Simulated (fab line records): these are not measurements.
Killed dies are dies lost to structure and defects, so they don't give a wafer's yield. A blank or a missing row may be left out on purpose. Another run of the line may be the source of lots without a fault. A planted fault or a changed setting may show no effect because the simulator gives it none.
A lot that was struck, set against a sound lot | flow n5Finfet | 15 steps out of a route of 1938
Sound: wafers L721.3, L721.4, L721.6. Wafers L710.2, L710.4 were the ones struck. The cause is given at the end.
Each step with rows lists, per side, the tool, then ch with its chambers, then its first start. Under that, the readings that differ: sound wafers | struck wafers | difference of the means | sigmas: that difference in standard deviations of wafers without a fault.
alike: words and numbers the same on both sides, and readings whose means are apart by under 2 such deviations; not compared: readings that were withheld, readings missing a value for some wafer, numbers with overlapping values and no deviation given by the record, and bounds like >300 which may hide the same value.
The two part at a step that has a row with sigmas, a row that says differs or no value, or rows on one side only. Numbers that don't overlap but have no deviation are shown without sigmas and don't part them. A reading missing from all wafers of one side parts the sides only when that side holds two or more wafers.

first, 4 steps without rows for these wafers: N5_BEOL_M6_SOFTBAKE_06 (time 60 s); N5_BEOL_M6_EXPOSE_08 (exposes mask M6); N5_BEOL_M6_PEB_09 (peb time 60 s); N5_BEOL_M6_DEVELOP_10 (develop time 30 s).
N5_BEOL_M6_CD_MEAS_11 targets a cd of 38.5 nm.
  sound on cdSem-03 ch 0, day 12 22:01; struck on cdSem-03 ch 0, day 9 18:27
reading   | sound          | struck    | difference | sigmas
cdNm (nm) | 38.3 37.5 38.4 | 39.3 39.3 | +1.2       | +2
N5_BEOL_M6_OVL_MEAS_12:
  sound on overlay-02 ch 0, day 12 22:02; struck on overlay-02 ch 0, day 9 18:29
  alike: M6_OVL
N5_BEOL_M6_INSPECT_13: inspects for defects (brightfield).
  sound: defectInspect-01 at day 12 22:04; struck: defectInspect-02 at day 9 18:30
  alike: rawDefectCount
N5_BEOL_M6_DESCUM_16: chemistry O2, time 7.9 s.
  sound on rieDiel-02 ch 0,3, day 12 22:16; struck on rieDiel-06 ch 0,2, day 9 18:32
reading                      | sound          | struck    | difference | sigmas
oesProductAu (a.u.)          | 0.66 0.65 0.69 | 0.95 0.85 | +0.23      | +3
showerheadPlenumPTorr (Torr) | 1.95 1.95 1.98 | 2.24 2.12 | +0.22      | +3
  alike: drypumpMotorCurrentA, o2FlowSccm, rfVppV, throttleValvePct
  not compared: rfHoursCounterH
N5_BEOL_M6_ETCH_61: etches SiARC in CF4, target depth 45.5 nm, time 75.8 s.
  sound on rieDiel-02 ch 0,3, day 12 22:19; struck on rieDiel-06 ch 0,2, day 9 18:34
reading                      | sound          | struck    | difference | sigmas
oesProductAu (a.u.)          | 0.56 0.56 0.60 | 0.81 0.72 | +0.19      | +3
showerheadPlenumPTorr (Torr) | 2.03 2.03 2.03 | 2.27 2.16 | +0.19      | +3
  alike: drypumpMotorCurrentA, etchRfOnTimeS, rfVppV, throttleValvePct
  not compared: rfHoursCounterH
N5_BEOL_M6_ETCH_62: etches SOC in N2/H2, target depth 110 nm, overetch 22 nm, time 165 s.
  sound on rieDiel-02 ch 0,3, day 12 22:22; struck on rieDiel-06 ch 0,2, day 9 18:38
reading                      | sound             | struck      | difference | sigmas
oesProductAu (a.u.)          | 0.57 0.56 0.60    | 0.79 0.70   | +0.17      | +3
rfVppV (V)                   | 519.4 519.9 519.8 | 527.2 525.8 | +6.8       | +3
showerheadPlenumPTorr (Torr) | 2.42 2.42 2.41    | 2.72 2.58   | +0.23      | +3
  alike: drypumpMotorCurrentA, throttleValvePct
  not compared: rfHoursCounterH
then, 1 step without rows for these wafers: N5_BEOL_M6_STRIP_68 (strips in N2/H2).
N5_BEOL_M6_STRIP_67: strips in CF4.
  sound on rieDiel-02 ch 0,3, day 12 22:31; struck on rieDiel-06 ch 0,2, day 9 18:46
reading                      | sound             | struck      | difference | sigmas
oesProductAu (a.u.)          | 0.67 0.66 0.71    | 0.94 0.83   | +0.20      | +3
rfVppV (V)                   | 268.2 268.9 268.5 | 274.4 273.1 | +5.2       | +3
showerheadPlenumPTorr (Torr) | 1.71 1.71 1.71    | 1.90 1.81   | +0.15      | +3
  alike: drypumpMotorCurrentA, throttleValvePct
  not compared: rfHoursCounterH
N5_BEOL_M6_HM_OPEN_17: chemistry Cl2/BCl3, target TiN, target depth 20 nm, overetch 6 nm.
  sound on rieMetal-01 ch 0,1, day 12 22:35; struck on rieMetal-02 ch 1, day 9 18:49
reading                                 | sound             | struck      | difference | sigmas
throttleValvePct (%)                    | 21.87 22.07 22.08 | 22.34 22.36 | +0.34      | +2
model.SOC_of_BEOL_M6_COAT_59.thkNm (nm) | 92.2 92.4 92.4    | 87.4 87.2   | -5.0       | 
  alike: drypumpMotorCurrentA, oesProductAu
  not compared: rfHoursCounterH
N5_BEOL_M6_STRIP_19: strips in O2.
  sound on rieDiel-02 ch 0,3, day 12 22:53; struck on rieDiel-01 ch 0,3, day 9 18:55
reading    | sound       | struck  | difference | sigmas
rfVppV (V) | 2.7 3.9 3.4 | 5.5 3.4 | +1.1       | +2
  alike: drypumpMotorCurrentA, o2FlowSccm, oesProductAu, showerheadPlenumPTorr, throttleValvePct
  not compared: rfHoursCounterH
after that, 1 step had no rows for these wafers: N5_PASSIVATION_PROBE_49.

== WHERE THEY PART ==
Earliest at N5_BEOL_M6_CD_MEAS_11; latest, in this record, at N5_BEOL_M6_STRIP_19.

WHY: what had been put in by the simulator
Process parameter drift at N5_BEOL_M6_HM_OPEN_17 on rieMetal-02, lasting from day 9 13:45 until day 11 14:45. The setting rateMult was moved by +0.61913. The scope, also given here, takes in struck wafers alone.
